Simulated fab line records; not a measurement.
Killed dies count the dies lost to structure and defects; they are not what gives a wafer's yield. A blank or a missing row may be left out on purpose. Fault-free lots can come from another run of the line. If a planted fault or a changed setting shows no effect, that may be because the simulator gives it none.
Code-filled problem report in 8D (eight disciplines) form | flow nand_harc | the parts of the form that need people (team, actions taken, sign-off) are left out

1. WHAT IS WRONG
Mean of thk_nm at NHARC_A_ONON_D1_THK_MEAS_11: 1513 nm across 3 wafers in 3 lots; on wafers with no fault it is 998 nm (standard deviation 9.3). That puts it +55 standard deviations away from the usual mean.
The step: measures by ellipsometry.
Earliest sighting: wafer L323.2 on film_metro-02 at day 13 22:53. The record holds 43 wafers of 15 lots with a number at this step. By rule, "out" or "out of limits" means more than 4 standard deviations away from the usual mean. All remaining wafers that have a number are taken as sound.

2. WHAT THIS IS AND IS NOT
question                    | is                           | is not
which readings at this step | thk_nm                       | -
which lots                  | L323, L325, L327             | L310, L311, L312, L313, L314, L315, L318, L319, L320, L321, L331, L332
which wafers of those lots  | L323.2, L325.2, L327.2       | L323.1, L323.5, L325.5, L327.6
read on which gauges        | film_metro-01, film_metro-02 | -
when                        | from day 13 22:53            | up to then (32 sound wafers); but 8 sound wafers of L325, L327, L331, L332 came after

3. WHAT RULES OUT EACH SUSPECT
Counting: any tool at a process step up to the reading remains a suspect provided it ran every lot that is out. Sound lots after the first of them don't rule it out here, since some wafers of a struck lot are sound.
- the gauge at NHARC_A_ONON_D1_THK_MEAS_11: ruled out. 2 gauges (film_metro-01, film_metro-02) read the wafers that are out.
- pecvd_onon-04 at NHARC_A_ONON_D1_DEP_09 (target thk 1000 nm): kept. Ran every lot that is out, first one L323 (day 13 22:22); last sound lot up to then L321 (day 12 14:50).
After counting, what remains is pecvd_onon-04 at NHARC_A_ONON_D1_DEP_09.

4. THE CAUSE (what the simulator had put in)
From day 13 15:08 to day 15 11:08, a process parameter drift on pecvd_onon-04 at NHARC_A_ONON_D1_DEP_09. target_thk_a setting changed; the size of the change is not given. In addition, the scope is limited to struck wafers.
After counting, this tool was the only one left.

5. THE EFFECT CHAIN, in route order
Each row: a reading where the mean over the struck wafers with a number is more than 3 standard deviations away from the usual. Readings are gone through only where the record gives a usual standard deviation; hours: the median, over the lots, of the time from a lot's start at the first step in this table giving one to that lot's start at this step; sigmas: the change measured in usual standard deviations.
hours | step                        | reading         | usual  | on struck wafers | change | sigmas
0     | NHARC_A_ONON_D1_THK_MEAS_11 | thk_nm          | 998 nm | 1513             | +515   | +55
402   | NHARC_END_SORT_01           | killed_at_array | 51     | 667              | +616   | +34
402   | NHARC_END_SORT_01           | killed_dies     | 55     | 677              | +622   | +33

6. WHAT WOULD HAVE CAUGHT IT SOONER
Counted from the fault's start at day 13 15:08, it took 8 hours until the first out-of-limits reading at a measuring or inspecting step in this record, taken at day 13 22:53.
Of the lots that are out (3), L325, L327 began NHARC_A_ONON_D1_DEP_09 on pecvd_onon-04 after day 13 22:53. A hold on the tool at that time would have spared those 2.
